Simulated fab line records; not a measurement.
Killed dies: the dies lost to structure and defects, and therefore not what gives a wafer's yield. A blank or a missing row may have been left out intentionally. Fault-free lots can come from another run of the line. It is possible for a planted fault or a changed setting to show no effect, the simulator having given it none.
Chamber matching :: flow n5-finfet :: 4 sister chambers for N5_WELL_APT_DESCUM_13 on rie-diel-05
The step chemistry O2, time 7.9 s. 4 wafers are shown with their chamber, then 7 later ones without.

== EACH WAFER AND ITS CHAMBER ==
wafer: L083.1
chamber: 3
throttle-valve-pct (%): 20.3

wafer: L084.5
chamber: 1
throttle-valve-pct (%): 20.0

wafer: L088.2
chamber: 0
throttle-valve-pct (%): 20.3

wafer: L088.5
chamber: 2
throttle-valve-pct (%): 20.7

== WAFERS WITH NO CHAMBER GIVEN ==
wafer: L088.6
throttle-valve-pct (%): 20.3

wafer: L089.4
throttle-valve-pct (%): 20.8

wafer: L089.5
throttle-valve-pct (%): 20.3

wafer: L089.6
throttle-valve-pct (%): 20.0

wafer: L090.1
throttle-valve-pct (%): 20.7

wafer: L090.3
throttle-valve-pct (%): 20.3

wafer: L090.5
throttle-valve-pct (%): 20.7

== EACH ONE'S CHAMBER ==
wafer: L088.6
from the rows above: can't be placed: 0 or 3
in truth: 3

wafer: L089.4
from the rows above: 2
in truth: 2

wafer: L089.5
from the rows above: can't be placed: 0 or 3
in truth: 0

wafer: L089.6
from the rows above: 1
in truth: 1

wafer: L090.1
from the rows above: 2
in truth: 2

wafer: L090.3
from the rows above: can't be placed: 0 or 3
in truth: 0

wafer: L090.5
from the rows above: 2
in truth: 2
Correct placement for 4 of the 7. These rows do not allow placing 3 (true chamber among the candidates in 3). Number placed wrongly: 0.
How it was worked out, from the rows above alone: a wafer's distance from a chamber is the root of the sum, over the readings, of the square of ((its reading less the chamber's mean) divided by the reading's scatter). The wafer belongs to the nearest chamber; if the next one is less than 2 further off, it can't be placed. For every chamber, the mean is computed from those of its wafers that are shown. The scatter (one wafer shown for each chamber): square how far every hidden wafer sits from the nearest shown wafer, average those squares and take the square root.
